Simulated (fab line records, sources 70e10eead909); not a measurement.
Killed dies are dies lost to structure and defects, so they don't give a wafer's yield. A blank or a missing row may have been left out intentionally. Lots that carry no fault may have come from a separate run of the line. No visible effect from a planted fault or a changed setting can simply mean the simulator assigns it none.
Problem report in the 8D (eight disciplines) form, filled by code + flow nand_harc + the parts of the form that need people (team, actions taken, sign-off) are left out

== 1. THE PROBLEM ==
killed_dies at NHARC_END_SORT_01 reads a mean of 111 on 6 wafers of 2 lots; wafers without a fault read 30 with a standard deviation of 10. That is +8.1 standard deviations from the usual mean.
First seen on wafer L687.1, day 22 06:53, on prober-01. At this step, 6 wafers from 2 lots have a number in the record. Rule for "out" (also "out of limits"): further than 4 standard deviations from the usual mean. The other wafers with a number count as sound.

== 2. WHAT THIS IS AND IS NOT ==
| question                    | is                           | is not                                                          |
|-----------------------------|------------------------------|-----------------------------------------------------------------|
| which readings at this step | killed_dies, killed_at_array | killed_at_other, killed_at_periphery, killed_open, killed_short |
| which lots                  | L687, L688                   | -                                                               |
| which wafers of those lots  | all that have a number       | -                                                               |
| read on which gauges        | prober-01                    | -                                                               |
| when                        | from day 22 06:53            | up to then (0 sound wafers)                                     |

== 3. THE SUSPECTS, EACH WITH WHAT RULES IT OUT ==
Counting: a tool at any process step up to the reading remains a suspect when it ran all the lots that are out and ran no sound lot after the first of those.
- the gauge at NHARC_END_SORT_01: kept. All the wafers that are out were read on prober-01, and no step on other tools shows them out.
- acl_dep-02 at NHARC_A_SLIT_DEP_00 (deposits aC, target thk 3200 nm): kept. It ran every lot that is out, first L687 (day 16 12:18), and no sound lot after that.
- rtp_anneal-01 at NHARC_A_WL_FILL_RTA_01 (time 5 s): kept. It ran every lot that is out, first L687 (day 17 02:48), and no sound lot after that.
- rie_diel-06 at NHARC_A_WL_FILL_ETCHBACK_16 (etches the open film in C4F8/O2/Ar, target depth 88 nm, time 17.6 s): kept. It ran every lot that is out, first L687 (day 17 20:13), and no sound lot after that.
Left after counting: acl_dep-02 at NHARC_A_SLIT_DEP_00, rtp_anneal-01 at NHARC_A_WL_FILL_RTA_01, rie_diel-06 at NHARC_A_WL_FILL_ETCHBACK_16, prober-01 at NHARC_END_SORT_01.

== 4. THE CAUSE (what the simulator had put in) ==
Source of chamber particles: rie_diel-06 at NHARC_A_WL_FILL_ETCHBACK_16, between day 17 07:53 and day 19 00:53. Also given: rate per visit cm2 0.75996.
After counting, 4 suspects remain, this tool included.

== 5. THE EFFECT CHAIN, in route order ==
Each row: a reading whose mean over the struck wafers that have a number lies more than 3 standard deviations from the usual. Readings are gone through only where the record gives a usual standard deviation; hours: the median, over the lots, of the time from a lot's start at the first step in this table giving one to that lot's start at this step; sigmas: the change measured in usual standard deviations.
| hours | step              | reading         | usual | on struck wafers | change | sigmas |
|-------|-------------------|-----------------|-------|------------------|--------|--------|
| 0     | NHARC_END_SORT_01 | killed_at_array | 27    | 108              | +81    | +8.1   |
| 0     | NHARC_END_SORT_01 | killed_dies     | 30    | 111              | +81    | +8.1   |

== 6. HOW IT WOULD HAVE BEEN CAUGHT EARLIER ==
119 hours passed between the start of the fault at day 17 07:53 and the first reading out of limits at a measuring or inspecting step in this record, taken at day 22 06:53.
No tool reading at NHARC_A_WL_FILL_ETCHBACK_16 that has a usual standard deviation in the record was out on any struck wafer, so an alarm limit of 4 standard deviations on those readings would not have fired.
The start of NHARC_A_WL_FILL_ETCHBACK_16 on rie_diel-06 came by day 22 06:53 for every one of the lots that are out (2). A hold on the tool at that time would have spared none of them.
